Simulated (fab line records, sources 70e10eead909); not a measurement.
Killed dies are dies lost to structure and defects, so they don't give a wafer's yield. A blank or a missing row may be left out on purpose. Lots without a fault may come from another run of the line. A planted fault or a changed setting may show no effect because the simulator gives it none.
Chamber matching | flow nand_harc | NHARC_A_WL_FILL_STRIP_29 on rie_diel-01: 4 sister chambers
The step strips in O2, time 20 s. 4 wafers are shown with their chamber, then 7 later ones without.

WAFERS WITH THEIR CHAMBER
wafer  | chamber | showerhead_plenum_p_Torr (Torr)
L079.2 | 1       | 3.41
L081.3 | 2       | 3.52
L090.3 | 0       | 3.74
L090.4 | 3       | 3.43

WAFERS WITHOUT THEIR CHAMBER
wafer  | showerhead_plenum_p_Torr (Torr)
L090.5 | 3.74
L094.2 | 3.41
L094.3 | 3.42
L094.5 | 3.41
L097.2 | 3.74
L097.4 | 3.42
L097.6 | 3.42

WHICH CHAMBER EACH WENT THROUGH
wafer  | from the rows above     | in truth
L090.5 | 0                       | 0
L094.2 | 1                       | 1
L094.3 | can't be placed: 1 or 3 | 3
L094.5 | 1                       | 1
L097.2 | 0                       | 0
L097.4 | can't be placed: 1 or 3 | 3
L097.6 | can't be placed: 1 or 3 | 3
Placed correctly: 4 of 7. Can't be placed from these rows: 3 (the true chamber is among the candidates in 3). Placed wrongly: 0.
How it was worked out, from the rows above alone: a wafer's distance from a chamber is the root of the sum, over the readings, of the square of ((its reading less the chamber's mean) divided by the reading's scatter). The wafer belongs to the nearest chamber; if the next one is less than 2 further off, it can't be placed. A chamber's mean is the mean of its shown wafers. The scatter: with one shown wafer a chamber, the root of the mean of the squares of how far each hidden wafer lies from its nearest shown one.
